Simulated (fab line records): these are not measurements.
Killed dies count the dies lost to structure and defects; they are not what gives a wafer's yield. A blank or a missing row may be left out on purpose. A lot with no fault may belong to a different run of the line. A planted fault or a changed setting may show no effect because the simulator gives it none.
Comparing a struck lot with a sound one -- flow nandHarc -- 14 out of 1302 route steps
Sound: these wafers, L647.1, L647.3, L647.5. Wafers struck: L649.2, L649.3, L649.5. At the end, the cause is stated.
At each step with rows: each side's tool, then ch and its chambers, then its first start. Under that, the readings that differ: sound wafers -- struck wafers -- difference of the means -- sigmas: that difference in standard deviations of wafers without a fault.
alike: a reading whose means differ by less than 2 such deviations, as well as words and numbers matching on both sides. not compared: withheld readings; readings where some wafer has no value; bounds like >300 that might hide an equal value; numbers whose values overlap and for which the record gives no deviation.
The two part at a step that has a row with sigmas, a row that says differs or no value, or rows on one side only. Numbers that have no deviation but don't overlap get no sigmas and don't part them. A reading missing from all wafers of one side parts the sides only when that side holds two or more wafers.

NHARC_P_M2_CD_MEAS_09 targets a cd of 170 nm.
  sound on cdSem-01 ch 0, day 11 13:05; struck on cdSem-02 ch 0, day 12 13:38
  alike: cdNm
NHARC_P_M2_OVL_MEAS_10: pitch 340 nm.
  sound: overlay-02 at day 11 13:11; struck: overlay-01 at day 12 13:43
  alike: overlayXNm, overlayYNm
NHARC_P_M2_INSPECT_11:
  sound: defectInspect-01 at day 11 13:13; struck: defectInspect-02 at day 12 13:45
  alike: rawDefectCount
NHARC_P_M2_DESCUM_14: chemistry O2, time 3 s.
  sound on rieDiel-11 ch 0,3, day 11 13:17; struck on rieDiel-11 ch 0,1, day 12 13:49
  alike: drypumpMotorCurrentA, oesProductAu, rfVppV, showerheadPlenumPTorr, throttleValvePct
  not compared: rfHoursCounterH
NHARC_P_M2_ETCH_35: etches the open film in N2/H2, target depth 40 nm, overetch 12 nm, time 43.94 s.
  sound on rieDiel-11 ch 1,2,3, day 11 13:22; struck on rieDiel-11 ch 1,2,3, day 12 13:55
  alike: drypumpMotorCurrentA, n2FlowSccm, oesProductAu, rfVppV, showerheadPlenumPTorr, throttleValvePct
  not compared: rfHoursCounterH
NHARC_P_M2_ETCH_15: etches the open film in C4F8/Ar, target depth 182.5 nm, time 91.2 s.
  sound: rieDiel-11 ch 0,2,3; struck: rieDiel-11 ch 0,1,2
  alike: oesProductAu, rfVppV
  not compared: rfHoursCounterH
NHARC_P_M2_CD_MEAS_16:
  sound: cdSem-02 at day 11 13:35; struck: cdSem-01 at day 12 14:07
  alike: cdNm
then, 4 steps without rows for these wafers: NHARC_P_M2_STRIP_18 (strips in N2/H2); NHARC_P_M2_ETCH_28 (etches the open film in CF4/N2, target depth 30 nm, time 72.99 s); NHARC_P_M2_STRIP_19 (strips in post etch residue remover, time 600 s); NHARC_P_M2_DEGAS_29 (time 60 s).
NHARC_P_M2_PRE_CLEAN_30: time 30 s.
  sound on pvdSputter-01; struck on pvdSputter-02
reading,sound,struck,difference,sigmas
susceptorTempC (C),280.12 279.87 279.71,- - -,no value on the struck wafers,
  alike: heaterPowerW
NHARC_P_M2_PVD_20: deposits TaN, target thk 5 nm, time 8.06 s.
  sound: pvdSputter-02 at day 11 14:26; struck: pvdSputter-02 at day 12 15:08
  no value came back on the struck wafers for any of 5 readings (biasV (V), cathodeDcPowerW (W) and others); on the sound wafers biasV (V) reads 170.2 169.8 170.3
NHARC_P_M2_PVD_21: deposits Cu, target thk 30 nm, time 20.49 s.
  sound on pvdSputter-03, day 11 14:34; struck on pvdSputter-02
  alike: cathodeDcPowerW, chamberPressurePa, substrateTempC, throttleValvePct

WHERE THEY PART
Earliest at NHARC_P_M2_PRE_CLEAN_30; latest, in this record, at NHARC_P_M2_PVD_20. Later steps at which nothing parts them and some readings are alike: NHARC_P_M2_PVD_21.

WHY: the cause the simulator had injected
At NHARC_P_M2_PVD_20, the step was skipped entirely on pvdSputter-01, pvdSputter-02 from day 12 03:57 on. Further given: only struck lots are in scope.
